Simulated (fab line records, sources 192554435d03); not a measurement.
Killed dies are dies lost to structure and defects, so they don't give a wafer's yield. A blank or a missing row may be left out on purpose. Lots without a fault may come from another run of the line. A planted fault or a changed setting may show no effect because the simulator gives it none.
fab line records | flow n5_finfet
record lots=11 wafers=31 last_day=18
route steps=1938 shown SD_EPI_P@320 BEOL_M4@1090 PASSIVATION@1936
lots that met no fault: from a run of the same line without faults
start_h: hours from the record's first day to the start of the lot's first wafer shown | wait_h: hours since the lot's step before | " the same as in the row above | L1.1+2: a row that stands for several wafers | - no value, or no start given | * or withheld: withheld | < > ~ a bound
route shown NAME@n: a module of which the file shows steps, and the number in the route of the first | usual: mean/standard deviation of fault-free wafers | same: alike in all rows | chamber/n: place in a boat | sites: the reading at each site | _std_site: their standard deviation | _edge_site: outer sites' mean less inner sites' | radius_mm: how far each site lies from the wafer's centre | mask NAME#n: copy n | behind: the tool/chamber that last shaped the wafer | hold: why the lot was held/for how many hours/how that ended | device: the transistor (n, p or np) that didn't switch | end of line: the same wafers' tests at the end of the route | a step without rows: its recipe alone | killed: dies lost to structure and defects at the first sort, not the wafer's yield | map: a wafer's dies, x killed, . not, _ none there
set.NAME: the setting as run; set.NAME@STEP: as run at that earlier step | model.NAME: the simulator's own value behind a step, which no gauge read
steps of the route over a sample of lots; a table a step, a row a wafer
services: from which hour (start_h, from the record's first day; less than 0 if before it) a tool's chamber was out of use, for how many hours, and why
## steps
# step N5_SD_EPI_P_VAPOR_ETCH_44
# recipe chemistry=NF3/Ar target=SiGe30 temp_c=25 time_s=3.3 mode=isotropic
# columns lot.wafer tool chamber start_h wait_h
L807.1+3+6 epi_rpcvd-04 0 56.90 0.1
L808.2+4+6 epi_rpcvd-03 0 60.65 0.1
L809.1+4+5 epi_rpcvd-01 0 68.39 0.2
L810.1+4+5 epi_rpcvd-04 0 73.35 0.1
L813.1+4+6 epi_rpcvd-04 0 92.88 0.2
L815.3+4+6 epi_rpcvd-04 0 110.59 0.2
L817.1+4+6 epi_rpcvd-01 0 120.51 0.1
L819.1+5+6 epi_rpcvd-03 0 129.50 0.1
L820.1+2+5 epi_rpcvd-04 0 135.83 0.1
L824.1+6 epi_rpcvd-04 0 157.17 0.2
L825.1+2 epi_rpcvd-04 0 163.81 0.2
# step N5_BEOL_M4_SPUTTER_86
# recipe material=Cu target_thk_a=45 temp_c=-20 chamber_pressure_pa=0.07 power_w=withheld time_s=8.29
# usual throttle_valve_pct=29.9/1.1
# columns lot.wafer tool chamber start_h wait_h throttle_valve_pct
L807.1 pvd_sputter-01 - 207.69 0.1 30.8
L807.3 " - " " 29.8
L807.6 " - " " 31.2
L809.1 pvd_sputter-03 - 221.76 0.1 30.6
L809.4 " - " " 29.1
L809.5 " - " " 29.1
L810.1 pvd_sputter-02 - 236.91 0.1 31.7
L810.4 " - " " 30.2
L810.5 " - " " 31.6
L808.2 pvd_sputter-01 - 240.03 0.1 29.6
L808.4 " - " " 27.6
L808.6 " - " " 30.3
L813.1 pvd_sputter-01 - 258.23 0.1 27.8
L813.4 " - " " 31.1
L813.6 " - " " 29.6
L815.3 pvd_sputter-02 - 270.74 0.1 30.4
L815.4 " - " " 29.7
L815.6 " - " " 31.6
L817.1 pvd_sputter-02 - 274.53 0.1 29.7
L817.4 " - " " 30.4
L817.6 " - " " 31.8
L820.1 pvd_sputter-01 - 284.74 0.1 30.0
L820.2 " - " " 29.5
L820.5 " - " " 29.8
L819.1 pvd_sputter-02 - 305.16 0.1 31.9
L819.5 " - " " 29.9
L819.6 " - " " 31.7
L825.1 pvd_sputter-02 - 325.00 0.1 29.5
L825.2 " - " " 31.7
L824.1 pvd_sputter-01 - 325.16 0.1 27.7
L824.6 " - " " 31.1
# step N5_BEOL_M4_SPUTTER_88
# recipe material=Cu target_thk_a=45 temp_c=-20 chamber_pressure_pa=0.07 power_w=withheld time_s=8.29
# usual throttle_valve_pct=29.9/1.1
# columns lot.wafer tool chamber start_h wait_h throttle_valve_pct
L807.1 pvd_sputter-01 - 207.91 0.1 31.1
L807.3 " - " " 29.6
L807.6 " - " " 31.2
L809.1 pvd_sputter-03 - 221.98 0.1 30.6
L809.4 " - " " 29.0
L809.5 " - " " 29.0
L810.1 pvd_sputter-02 - 237.13 0.1 31.8
L810.4 " - " " 30.2
L810.5 " - " " 31.6
L808.2 pvd_sputter-01 - 240.25 0.1 29.5
L808.4 " - " " 27.5
L808.6 " - " " 30.1
L813.1 pvd_sputter-01 - 258.45 0.1 27.7
L813.4 " - " " 31.0
L813.6 " - " " 29.5
L815.3 pvd_sputter-02 - 270.96 0.1 30.4
L815.4 " - " " 29.9
L815.6 " - " " 31.6
L817.1 pvd_sputter-02 - 274.75 0.1 29.9
L817.4 " - " " 30.4
L817.6 " - " " 32.1
L820.1 pvd_sputter-01 - 284.96 0.1 30.3
L820.2 " - " " 29.8
L820.5 " - " " 30.0
L819.1 pvd_sputter-02 - 305.38 0.1 31.6
L819.5 " - " " 29.5
L819.6 " - " " 31.7
L825.1 pvd_sputter-02 - 325.22 0.1 29.7
L825.2 " - " " 31.7
L824.1 pvd_sputter-01 - 325.38 0.1 27.6
L824.6 " - " " 31.0
# step N5_BEOL_M4_ANNEAL_51
# recipe temp_c=225 time_s=90 ambient=N2
# usual wafer_temp_C_max=225.98/0.25
# columns lot.wafer tool chamber start_h wait_h wafer_temp_C_max
L807.1 rtp_anneal-01 0 208.98 0.1 225.90
L807.3 " 0 " " 226.13
L807.6 " 0 " " 226.05
L809.1 rtp_anneal-02 0 223.06 0.1 225.79
L809.4 " 0 " " 225.84
L809.5 " 0 " " 226.15
L810.1 rtp_anneal-02 0 238.21 0.1 225.87
L810.4 " 0 " " 225.77
L810.5 " 0 " " 226.04
L808.2 rtp_anneal-01 0 241.37 0.1 226.33
L808.4 " 0 " " 226.05
L808.6 " 0 " " 225.94
L813.1 rtp_anneal-02 0 259.52 0.1 225.71
L813.4 " 0 " " 225.63
L813.6 " 0 " " 225.45
L815.3 rtp_anneal-02 0 272.13 0.1 225.88
L815.4 " 0 " " 226.05
L815.6 " 0 " " 226.17
L817.1 rtp_anneal-02 0 275.91 0.2 225.83
L817.4 " 0 " " 225.99
L817.6 " 0 " " 225.99
L820.1 rtp_anneal-02 0 286.04 0.1 225.97
L820.2 " 0 " " 226.00
L820.5 " 0 " " 225.52
L819.1 rtp_anneal-01 0 306.46 0.1 226.67
L819.5 " 0 " " 226.02
L819.6 " 0 " " 226.24
L825.1 rtp_anneal-01 0 326.29 0.1 226.31
L825.2 " 0 " " 225.70
L824.1 rtp_anneal-01 0 326.83 0.4 225.69
L824.6 " 0 " " 225.94
# step N5_BEOL_M4_RC_MEAS_101
# usual DIBL_N=35.8/1.7 DIBL_P=35.3/2 IOFF_N=0.150/0.026 IOFF_P=0.194/0.029 ION_N=667/11 ION_P=456/7.1 REXT_P=100.6/1.6 SS_N=71.4/0.65 SS_P=73.1/0.64 VT_N=251/3 VT_P=-252/3.2
# columns lot.wafer tool chamber start_h wait_h DIBL_N[mV/V] DIBL_P[mV/V] IOFF_N[nA/um] IOFF_P[nA/um] ION_N[uA/um] ION_P[uA/um] REXT_P[ohm.um] SS_N[mV/dec] SS_P[mV/dec] VT_N[mV] VT_P[mV]
L807.1 prober-01 0 209.88 0.0 36.5 36.8 0.156 0.193 678 461 101.2 72.2 73.0 253 -252
L807.3 " 0 " " 32.5 32.0 0.103 0.136 649 447 102.2 70.9 71.8 258 -258
L807.6 " 0 " " 35.6 36.5 0.150 0.190 675 466 100.7 71.2 74.1 250 -254
L809.1 prober-02 0 223.98 0.0 36.1 36.4 0.148 0.197 663 452 105.1 71.0 73.3 252 -252
L809.4 " 0 " " 36.0 36.0 0.150 0.196 671 462 103.3 71.1 73.4 253 -255
L809.5 " 0 " " 37.7 37.8 0.173 0.228 666 457 103.0 72.4 74.0 247 -250
L810.1 prober-02 0 239.13 0.0 36.3 39.2 0.181 0.208 679 459 100.8 71.7 73.6 248 -252
L810.4 " 0 " " 35.5 38.0 0.148 0.189 659 453 98.1 72.0 73.9 249 -253
L810.5 " 0 " " 35.1 37.0 0.158 0.186 675 458 100.5 71.8 72.7 252 -253
L808.2 prober-01 0 242.50 0.2 37.5 35.6 0.165 0.191 659 444 100.5 72.8 73.9 253 -255
L808.4 " 0 " " 38.0 37.8 0.195 0.236 665 447 101.4 72.9 74.3 246 -248
L808.6 " 0 " " 35.9 35.0 0.141 0.187 644 442 101.4 72.0 72.9 253 -253
L813.1 prober-02 0 260.43 0.0 34.8 34.4 0.118 0.165 659 450 100.8 70.4 72.9 254 -255
L813.4 " 0 " " 35.6 35.2 0.126 0.167 649 448 100.5 71.1 72.2 254 -256
L813.6 " 0 " " 34.6 33.4 0.110 0.152 638 445 100.5 70.9 72.4 257 -259
L815.3 prober-01 0 273.25 0.3 36.8 35.8 0.160 0.220 670 466 101.3 71.6 73.3 251 -246
L815.4 " 0 " " 36.0 34.6 0.148 0.216 672 463 99.6 71.1 73.3 250 -245
L815.6 " 0 " " 36.3 36.0 0.154 0.232 666 463 99.9 71.7 73.3 250 -246
L817.1 prober-02 0 276.82 0.0 33.9 32.9 0.124 0.169 660 451 97.0 71.0 72.6 254 -252
L817.4 " 0 " " 35.7 34.6 0.149 0.199 673 465 97.0 70.5 72.7 252 -251
L817.6 " 0 " " 36.5 34.1 0.156 0.182 665 450 96.4 70.8 72.6 251 -254
L820.1 prober-01 0 286.95 0.0 35.4 34.1 0.146 0.177 670 454 98.7 71.3 72.7 251 -253
L820.2 " 0 " " 36.5 35.8 0.153 0.193 656 447 99.9 72.2 72.5 251 -252
L820.5 " 0 " " 36.5 34.9 0.155 0.184 661 453 100.0 71.7 73.5 251 -252
L819.1 prober-02 0 307.71 0.4 36.6 34.3 0.161 0.192 668 456 100.8 72.1 74.2 251 -252
L819.5 " 0 " " 35.7 35.7 0.151 0.210 677 458 99.3 72.2 73.4 249 -251
L819.6 " 0 " " 35.0 32.6 0.134 0.162 659 449 102.6 71.6 72.8 253 -255
L825.1 prober-02 0 327.20 0.0 36.4 37.2 0.156 0.225 648 449 93.0 72.4 74.0 254 -248
L825.2 " 0 " " 35.6 34.5 0.137 0.160 665 450 97.6 71.5 73.4 251 -254
L824.1 prober-01 0 327.92 0.2 38.3 37.7 0.174 0.247 662 462 95.5 72.7 73.9 247 -249
L824.6 " 0 " " 37.8 36.3 0.165 0.194 672 459 101.4 71.2 72.6 249 -252
# step N5_PASSIVATION_PROBE_49
# usual defect_limited_yield=91.5/1.4 killed_at_M0_to_M3=34/11 killed_at_M4_up=15/6 killed_at_contacts=11/5.9 killed_at_front_end=37/11 killed_at_other=3.6/2.9 killed_dies=101/17 killed_open=66/12 killed_short=33/7.8 sort_bin_5_function=5.0/0.97 sort_bin_6_memory=3.2/0.65 sort_bin_8_speed=0.02/0.2 sort_n_pass=1079/17 sort_yield_pct=91.4/1.4
# same gross_dies=1180 killed_at_back_side=0 sort_bin_4_leakage[%]=0
# columns lot.wafer tool chamber start_h wait_h defect_limited_yield[%] killed_at_M0_to_M3 killed_at_M4_up killed_at_contacts killed_at_front_end killed_at_other killed_dies killed_open killed_short sort_bin_5_function[%] sort_bin_6_memory[%] sort_bin_8_speed[%] sort_n_pass sort_yield_pct[%]
L825.1 prober-01 - 440.92 0.0 92.5 28 22 9 26 3 88 52 34 4.6 2.5 0.08 1091 92.5
# killed by level:class
L825.1 FIN_SAQP:geometric_particle:short=9 BEOL_M4:geometric_particle:open=9 MOL_CONTACT_COAG:geometric_particle:open=8 BEOL_M2:geometric_particle:open=6 BEOL_M5:geometric_particle:open=5 BEOL_M0_SAQP:geometric_particle:short=5 BEOL_M2:geometric_particle:short=5 FIN_SAQP:geometric_particle:open=4
## services
# columns tool chamber start_h hours kind
pvd_sputter-01 - 49.18 6.2 repair
rtp_anneal-01 - 86.69 93.9 pm
pvd_sputter-03 - 89.04 0.6 repair
epi_rpcvd-03 - 140.36 28.1 pm
rtp_anneal-02 - 180.63 2.9 pm
pvd_sputter-02 - 228.43 5.9 repair
epi_rpcvd-01 - 233.30 7.1 repair
## key
first_sign step=N5_BEOL_M4_RC_MEAS_101 reading=REXT_P direction=down sigmas=4 usual=100.6 struck=94.2
effect none on later readings
met_at N5_SD_EPI_P_VAPOR_ETCH_44
struck_lots L824,L825
struck_wafers L824.1,L825.1
not_acting_at N5_BEOL_M4_SPUTTER_86,N5_BEOL_M4_SPUTTER_88,N5_BEOL_M4_ANNEAL_51
onset_between 135.83 157.17
fault kind=process_parameter_drift tool=epi_rpcvd-04 chamber=- onset_h=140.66 steps=N5_SD_EPI_P_VAPOR_ETCH_44 channel=time_s offset=* shape=step end_h=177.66 scope=struck_wafers_only acts_in=* stated=*
